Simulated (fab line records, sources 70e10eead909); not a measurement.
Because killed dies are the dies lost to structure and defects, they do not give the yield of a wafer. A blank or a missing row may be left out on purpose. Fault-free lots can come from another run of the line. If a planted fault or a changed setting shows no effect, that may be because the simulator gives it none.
What tool caused it? -- flow nand_harc -- 20 lots with 60 wafers sampled at 6 steps, on a route of 1302 steps

WHAT THE GAUGES READ, wafer by wafer
The record holds no reading of a measuring or inspecting step that can be judged against a usual standard deviation.

EACH LOT AND THE TOOL THAT RAN IT (in order: tool; ch and the chambers of the sampled wafers; start)
lot,NHARC_P_ZERO_WELL_ETCH_63,NHARC_P_GATE_STRIP_108,NHARC_P_GATE_DESCUM_48,NHARC_P_GATE_RTA_80,NHARC_P_CONTACT_ETCH_31,NHARC_P_M0_DEGAS_28
L074,"rie_si-06 ch 0,1,2, day 1 22:46","rie_diel-07 ch 2,3, day 4 23:38","rie_diel-08 ch 1,2,3, day 5 10:52","rtp_anneal-01 ch 0, day 5 16:37","rie_diel-01 ch 1,3, day 5 23:52 or earlier","pvd_sputter-02, day 5 23:52"
L075,"rie_si-03 ch 0,2,3, day 2 07:41","rie_diel-10 ch 1,3, day 5 07:04","rie_diel-08 ch 0,1,2, day 5 18:23","rtp_anneal-01 ch 0, day 6 00:09","rie_diel-05 ch 0,2,3, day 6 07:29 or earlier","pvd_sputter-02, day 6 07:29"
L076,"rie_si-06 ch 1,2,3, day 2 17:36","rie_diel-10 ch 0,1,3, day 5 23:32","rie_diel-07 ch 1,2, day 6 10:48","rtp_anneal-02 ch 0, day 6 16:26","rie_diel-05 ch 2,3, day 7 00:04 or earlier","pvd_sputter-03, day 7 00:04"
L077,"rie_si-06 ch 0,1,2, day 3 03:32","rie_diel-08 ch 0,2, day 6 05:34","rie_diel-10 ch 0,1, day 6 16:46","rtp_anneal-02 ch 0, day 6 22:30","rie_diel-12 ch 0,3, day 7 06:02 or earlier","pvd_sputter-03, day 7 06:02"
L078,"rie_si-03 ch 0,1,2, day 3 13:43","rie_diel-10 ch 0,2, day 7 04:27","rie_diel-07 ch 0,1,3, day 7 15:45","rtp_anneal-02 ch 0, day 7 21:31","rie_diel-12 ch 1,2, day 8 05:16 or earlier","pvd_sputter-02, day 8 05:16"
L079,"rie_si-02 ch 1,2,3, day 3 23:33","rie_diel-08 ch 0,1, day 7 04:02","rie_diel-08 ch 1,2,3, day 7 15:18","rtp_anneal-02 ch 0, day 7 21:02","rie_diel-05 ch 2,3, day 8 04:44 or earlier","pvd_sputter-02, day 8 04:44"
L080,"rie_si-06 ch 0,2,3, day 4 09:41","rie_diel-10 ch 0,2, day 7 22:25","rie_diel-07 ch 1,2, day 8 09:53","rtp_anneal-02 ch 0, day 8 15:35","rie_diel-01 ch 0,1,2, day 8 23:10 or earlier","pvd_sputter-01, day 8 23:10"
L083,"rie_si-02 ch 0,1,3, day 5 15:32","rie_diel-10 ch 0,1,2, day 9 04:37","rie_diel-10 ch 0,1,3, day 9 15:52","rtp_anneal-01 ch 0, day 9 21:35","rie_diel-12 ch 1,2,3, day 10 05:16 or earlier","pvd_sputter-01, day 10 05:16"
L085,"rie_si-03 ch 0,1,2, day 6 11:41","rie_diel-08 ch 2,3, day 9 18:29","rie_diel-10 ch 0,1,2, day 10 05:57","rtp_anneal-02 ch 0, day 10 11:30","rie_diel-12 ch 0,2,3, day 10 19:28 or earlier","pvd_sputter-02, day 10 19:28"
L086,"rie_si-06 ch 0,2,3, day 6 21:43","rie_diel-10 ch 0,1,3, day 9 18:26","rie_diel-10 ch 0,1, day 10 11:56","rtp_anneal-02 ch 0, day 10 17:37","rie_diel-01 ch 0,1,3, day 11 01:46 or earlier","pvd_sputter-03, day 11 01:46"
L087,"rie_si-06 ch 1,2,3, day 7 07:46","rie_diel-08 ch 2,3, day 10 06:43","rie_diel-10 ch 0,1,3, day 10 18:29","rtp_anneal-01 ch 0, day 11 00:13","rie_diel-12 ch 0,1,3, day 11 07:41 or earlier","pvd_sputter-03, day 11 07:41"
L088,"rie_si-02 ch 0,3, day 7 17:33","rie_diel-08 ch 0,1, day 11 01:45","rie_diel-07 ch 0,2,3, day 11 13:01","rtp_anneal-02 ch 0, day 11 19:02","rie_diel-12 ch 0,2,3, day 12 02:28 or earlier","pvd_sputter-01, day 12 02:28"
L089,"rie_si-02 ch 0,2,3, day 8 04:38","rie_diel-07 ch 1,2,3, day 11 05:08","rie_diel-10 ch 0,1,3, day 11 16:27","rtp_anneal-01 ch 0, day 11 22:02","rie_diel-12 ch 1,2, day 12 06:04 or earlier","pvd_sputter-02, day 12 06:04"
L090,"rie_si-06 ch 0,2,3, day 8 13:51","rie_diel-10 ch 2,3, day 12 01:50","rie_diel-10 ch 0,2, day 12 13:12","rtp_anneal-02 ch 0, day 12 18:54","rie_diel-12 ch 1,3, day 13 02:30 or earlier","pvd_sputter-03, day 13 02:30"
L092,"rie_si-06 ch 1,2,3, day 9 09:44","rie_diel-07 ch 1,2,3, day 12 20:19","rie_diel-10 ch 1,2, day 13 07:32","rtp_anneal-02 ch 0, day 13 13:20","rie_diel-05 ch 1,2,3, day 13 20:54 or earlier","pvd_sputter-02, day 13 20:54"
L093,"rie_si-02 ch 1,2,3, day 9 19:32","rie_diel-10 ch 1,3, day 12 20:37","rie_diel-08 ch 0,1,2, day 13 07:58","rtp_anneal-02 ch 0, day 13 13:37","rie_diel-12 ch 0,2,3, day 13 21:22 or earlier","pvd_sputter-01, day 13 21:22"
L094,"rie_si-06 ch 0,1,3, day 10 06:20","rie_diel-08 ch 0,1,2, day 13 11:02","rie_diel-10 ch 0,2,3, day 13 22:14","rtp_anneal-01 ch 0, day 14 03:58","rie_diel-12 ch 2,3, day 14 11:26 or earlier","pvd_sputter-03, day 14 11:26"
L095,"rie_si-03 ch 0,1,3, day 10 16:29","rie_diel-08 ch 0,1,3, day 14 06:17","rie_diel-10 ch 0,1,2, day 14 17:29","rtp_anneal-01 ch 0, day 14 23:28","rie_diel-01 ch 1,2, day 15 06:55 or earlier","pvd_sputter-01, day 15 06:55"
L096,"rie_si-03 ch 1,3, day 11 01:47","rie_diel-10 ch 0,2, day 14 15:07","rie_diel-07 ch 1,3, day 15 04:34","rtp_anneal-02 ch 0, day 15 10:30","rie_diel-05 ch 0,2, day 15 18:13 or earlier","pvd_sputter-01, day 15 18:13"
L097,"rie_si-03 ch 0,1,2, day 11 11:47","rie_diel-10 ch 0,2,3, day 14 19:39","rie_diel-07 ch 0,2,3, day 15 06:57","rtp_anneal-02 ch 0, day 15 13:35","rie_diel-05 ch 0,1,2, day 15 21:19 or earlier","pvd_sputter-01, day 15 21:19"
- NHARC_P_ZERO_WELL_ETCH_63: etches the open film in HBr/Cl2, target depth 120 nm, time 40.1 s.
- NHARC_P_GATE_STRIP_108: strips in O2.
- NHARC_P_GATE_DESCUM_48: chemistry O2, time 3 s.
- NHARC_P_GATE_RTA_80: time 30 s.
- NHARC_P_CONTACT_ETCH_31: etches the open film in CH3F/O2, target depth 30 nm, time 85.7 s.
- NHARC_P_M0_DEGAS_28: time 60 s.

AS READ BY THE TOOLS THEMSELVES (means over the sampled wafers that have a number; for cases with no such wafer, the mark the record gives instead)
NHARC_P_ZERO_WELL_ETCH_63. Usual: bias_w 99.96 W, standard deviation 0.28; chamber_pressure_mTorr 15.000 mTorr, standard deviation 0.014; drypump_motor_current_A 5.5 A, standard deviation 0.51; oes_product_au 0.998 a.u., standard deviation 0.012; rf_fwd_power_W 394.3 W, standard deviation 1.8; throttle_valve_pct 26.405 %, standard deviation 0.0082.
lot,tool,bias_w (W),chamber_pressure_mTorr (mTorr),drypump_motor_current_A (A),oes_product_au (a.u.),rf_fwd_power_W (W),throttle_valve_pct (%),flag
L074,rie_si-06,99.85,15.006,5.4,0.999,393.1,26.410,
L075,rie_si-03,99.79,14.993,6.1,0.991,395.3,26.404,
L076,rie_si-06,100.15,14.994,5.2,0.987,393.9,26.401,
L077,rie_si-06,99.90,14.998,5.4,1.001,393.5,26.399,
L078,rie_si-03,99.83,15.002,5.8,1.001,394.8,26.407,
L079,rie_si-02,99.85,15.007,5.3,0.997,394.5,26.402,
L080,rie_si-06,99.79,15.001,5.2,1.012,393.1,26.410,
L083,rie_si-02,99.87,14.986,5.3,1.003,393.9,26.405,
L085,rie_si-03,99.94,14.988,5.8,0.997,395.2,26.409,
L086,rie_si-06,100.01,14.988,5.2,1.001,393.8,26.415,
L087,rie_si-06,100.24,14.981,5.2,1.000,394.0,26.408,
L088,rie_si-02,99.62,14.996,5.2,1.008,396.1,26.401,
L089,rie_si-02,100.12,15.003,5.2,1.005,394.9,26.405,
L090,rie_si-06,100.03,14.991,5.2,1.002,394.6,26.401,
L092,rie_si-06,99.98,15.004,5.2,0.999,393.9,26.409,
L093,rie_si-02,100.03,15.003,5.3,1.001,393.5,26.405,
L094,rie_si-06,100.13,15.009,5.3,1.006,394.4,26.402,
L095,rie_si-03,100.03,15.005,5.8,0.982,393.7,26.410,
L096,rie_si-03,99.70,14.992,6.2,0.972,394.2,26.403,
L097,rie_si-03,100.15,14.992,5.8,0.988,394.5,26.407,

NHARC_P_GATE_STRIP_108. Usual: chamber_pressure_mTorr 60.00 mTorr, standard deviation 0.063; drypump_motor_current_A 5.9 A, standard deviation 0.34; oes_product_au 1.003 a.u., standard deviation 0.012; rf_vpp_V 57.4 V, standard deviation 0.85; showerhead_plenum_p_Torr 3.40 Torr, standard deviation 0.11; throttle_valve_pct 17.036 %, standard deviation 0.0087.
lot,tool,chamber_pressure_mTorr (mTorr),drypump_motor_current_A (A),oes_product_au (a.u.),rf_vpp_V (V),showerhead_plenum_p_Torr (Torr),throttle_valve_pct (%),flag
L074,rie_diel-07,60.06,5.5,1.002,57.6,3.53,17.030,
L075,rie_diel-10,59.99,6.4,1.000,56.9,3.30,17.029,
L076,rie_diel-10,59.94,6.1,1.013,57.1,3.36,17.035,
L077,rie_diel-08,60.03,5.8,1.004,57.4,3.35,17.036,
L078,rie_diel-10,59.97,6.0,1.007,57.3,3.36,17.035,
L079,rie_diel-08,60.03,5.8,0.997,58.0,3.43,17.036,
L080,rie_diel-10,60.01,5.9,1.026,57.6,3.42,17.039,
L083,rie_diel-10,59.98,6.1,1.008,57.0,3.36,17.043,
L085,rie_diel-08,59.98,5.6,1.003,57.4,3.34,17.036,
L086,rie_diel-10,60.00,6.2,1.013,57.7,3.36,17.033,
L087,rie_diel-08,60.00,5.6,1.003,56.9,3.34,17.030,
L088,rie_diel-08,59.97,5.8,1.010,57.8,3.42,17.037,
L089,rie_diel-07,60.00,5.7,1.001,58.8,3.53,17.042,
L090,rie_diel-10,59.91,6.0,0.994,57.1,3.31,17.035,
L092,rie_diel-07,59.98,5.7,1.009,57.2,3.53,17.041,
L093,rie_diel-10,59.99,6.3,0.993,57.2,3.30,17.039,
L094,rie_diel-08,59.96,5.7,1.007,57.5,3.42,17.044,
L095,rie_diel-08,60.07,5.6,1.008,58.0,3.41,17.041,
L096,rie_diel-10,60.01,6.0,1.005,57.1,3.42,17.041,
L097,rie_diel-10,60.01,6.0,1.001,57.3,3.36,17.039,

NHARC_P_GATE_DESCUM_48. Usual: chamber_pressure_mTorr 60.00 mTorr, standard deviation 0.051; drypump_motor_current_A 5.9 A, standard deviation 0.36; oes_product_au 1.002 a.u., standard deviation 0.011; rf_vpp_V 57.4 V, standard deviation 0.85; showerhead_plenum_p_Torr 1.85 Torr, standard deviation 0.068; throttle_valve_pct 11.312 %, standard deviation 0.0093.
lot,tool,chamber_pressure_mTorr (mTorr),drypump_motor_current_A (A),oes_product_au (a.u.),rf_vpp_V (V),showerhead_plenum_p_Torr (Torr),throttle_valve_pct (%),flag
L074,rie_diel-08,60.00,5.5,1.009,57.3,1.85,11.318,
L075,rie_diel-08,59.97,5.7,1.000,56.9,1.85,11.309,
L076,rie_diel-07,60.02,5.7,0.992,57.5,1.90,11.302,
L077,rie_diel-10,60.03,6.1,1.016,57.0,1.85,11.316,
L078,rie_diel-07,59.99,5.9,1.000,57.4,1.93,11.319,
L079,rie_diel-08,60.01,5.5,1.000,56.6,1.85,11.313,
L080,rie_diel-07,60.01,5.9,0.994,57.3,1.90,11.316,
L083,rie_diel-10,59.97,6.2,1.015,57.2,1.82,11.308,
L085,rie_diel-10,60.02,6.1,0.996,57.8,1.82,11.312,
L086,rie_diel-10,60.03,6.1,1.005,58.0,1.85,11.307,
L087,rie_diel-10,60.02,6.2,1.004,57.5,1.82,11.303,
L088,rie_diel-07,59.96,5.7,1.004,57.4,1.93,11.306,
L089,rie_diel-10,60.01,6.1,0.994,58.5,1.82,11.313,
L090,rie_diel-10,59.97,5.9,1.012,57.0,1.81,11.308,
L092,rie_diel-10,59.99,6.3,0.996,57.3,1.78,11.318,
L093,rie_diel-08,60.00,5.7,1.015,56.9,1.85,11.312,
L094,rie_diel-10,59.96,6.0,1.014,58.0,1.82,11.314,
L095,rie_diel-10,59.98,6.1,0.997,56.7,1.81,11.307,
L096,rie_diel-07,59.99,5.6,1.008,57.2,1.92,11.315,
L097,rie_diel-07,59.98,5.7,1.015,57.7,1.93,11.305,

NHARC_P_GATE_RTA_80. Usual: anneal_temp_c_max 301.2, standard deviation 0.32; wafer_temp_C_max 301.1, standard deviation 0.32.
lot,tool,anneal_temp_c_max,wafer_temp_C_max,flag
L074,rtp_anneal-01,301.2,301.6,
L075,rtp_anneal-01,301.0,300.9,
L076,rtp_anneal-02,301.4,300.9,
L077,rtp_anneal-02,301.6,300.9,
L078,rtp_anneal-02,301.3,300.7,
L079,rtp_anneal-02,301.3,300.8,
L080,rtp_anneal-02,301.3,300.8,
L083,rtp_anneal-01,301.0,301.3,
L085,rtp_anneal-02,301.6,301.1,
L086,rtp_anneal-02,301.7,301.2,
L087,rtp_anneal-01,300.8,301.1,
L088,rtp_anneal-02,301.4,300.7,
L089,rtp_anneal-01,301.0,301.5,
L090,rtp_anneal-02,301.0,301.0,
L092,rtp_anneal-02,301.6,301.1,
L093,rtp_anneal-02,301.4,301.3,
L094,rtp_anneal-01,300.8,301.2,
L095,rtp_anneal-01,301.3,301.2,
L096,rtp_anneal-02,301.2,301.0,
L097,rtp_anneal-02,301.2,300.8,

NHARC_P_CONTACT_ETCH_31. Usual: bias_w 100.0 W, standard deviation 0.31; chamber_pressure_mTorr 25.000 mTorr, standard deviation 0.026; drypump_motor_current_A 5.8 A, standard deviation 0.35; oes_product_au 0.979 a.u., standard deviation 0.019; rf_fwd_power_W 496.5 W, standard deviation 1.9; rf_vpp_V 245.0 V, standard deviation 1.2; showerhead_plenum_p_Torr 2.50 Torr, standard deviation 0.077; throttle_valve_pct 20.663 %, standard deviation 0.0084.
lot,tool,bias_w (W),chamber_pressure_mTorr (mTorr),drypump_motor_current_A (A),oes_product_au (a.u.),rf_fwd_power_W (W),rf_vpp_V (V),showerhead_plenum_p_Torr (Torr),throttle_valve_pct (%),flag
L074,rie_diel-01,100.3,25.013,6.3,0.973,495.4,246.3,2.53,20.662,
L075,rie_diel-05,100.3,25.007,5.9,0.987,495.7,245.1,2.49,20.668,
L076,rie_diel-05,100.3,24.979,5.7,0.955,496.1,243.9,2.46,20.659,
L077,rie_diel-12,99.8,25.001,5.9,0.990,496.2,244.3,2.43,20.665,
L078,rie_diel-12,99.8,24.967,5.9,0.990,497.5,245.6,2.60,20.665,
L079,rie_diel-05,99.9,25.006,5.7,0.993,495.0,244.9,2.46,20.662,
L080,rie_diel-01,100.1,24.989,5.6,0.955,496.4,244.0,2.43,20.664,
L083,rie_diel-12,99.7,25.011,5.8,0.984,497.7,245.4,2.56,20.668,
L085,rie_diel-12,100.0,25.006,5.8,0.990,498.7,244.7,2.49,20.666,
L086,rie_diel-01,100.1,25.002,5.8,0.941,496.1,245.1,2.51,20.662,
L087,rie_diel-12,100.0,25.015,5.8,0.999,496.5,244.7,2.50,20.667,
L088,rie_diel-12,99.8,24.995,5.8,0.994,495.5,243.9,2.49,20.658,
L089,rie_diel-12,100.1,24.998,5.9,0.995,497.4,245.8,2.58,20.660,
L090,rie_diel-12,99.7,24.955,5.7,0.988,496.8,245.6,2.57,20.656,
L092,rie_diel-05,99.9,24.998,5.9,0.986,496.0,245.1,2.50,20.657,
L093,rie_diel-12,99.8,25.013,5.8,0.977,496.9,245.2,2.49,20.671,
L094,rie_diel-12,99.8,25.031,5.8,1.002,494.7,245.6,2.54,20.657,
L095,rie_diel-01,99.8,24.990,6.1,0.956,494.3,243.8,2.45,20.661,
L096,rie_diel-05,100.5,24.992,5.6,0.978,495.4,244.6,2.47,20.663,
L097,rie_diel-05,99.9,24.991,5.8,0.982,497.3,244.7,2.51,20.665,

NHARC_P_M0_DEGAS_28. Usual: heater_power_w at 334 W, with a standard deviation of 27.
lot,tool,heater_power_w (W),flag
L074,pvd_sputter-02,337,
L075,pvd_sputter-02,329,
L076,pvd_sputter-03,332,
L077,pvd_sputter-03,320,
L078,pvd_sputter-02,332,
L079,pvd_sputter-02,330,
L080,pvd_sputter-01,346,
L083,pvd_sputter-01,339,
L085,pvd_sputter-02,335,
L086,pvd_sputter-03,375,
L087,pvd_sputter-03,312,
L088,pvd_sputter-01,329,
L089,pvd_sputter-02,339,
L090,pvd_sputter-03,350,
L092,pvd_sputter-02,329,
L093,pvd_sputter-01,331,
L094,pvd_sputter-03,337,
L095,pvd_sputter-01,349,
L096,pvd_sputter-01,351,
L097,pvd_sputter-01,322,

THE ANSWER, worked out from the rows above alone
Rule: lot off if the mean of its wafers having a number is beyond 3 standard deviations from the usual mean. A lot without any number at a reading at which 4 lots or more have one is off too. Where the step has rows for the other lots, those lots are counted as sound. After the gauges, taken in route order, come the tools' own readings; for these a lot's mean is taken, as printed above. At the first step where some lot is off, the reading lying furthest off is the one used; lots without a number count as furthest.
No lot is off on any of the readings shown, so nothing can be concluded from this.

WHAT WAS PUT IN BY THE SIMULATOR
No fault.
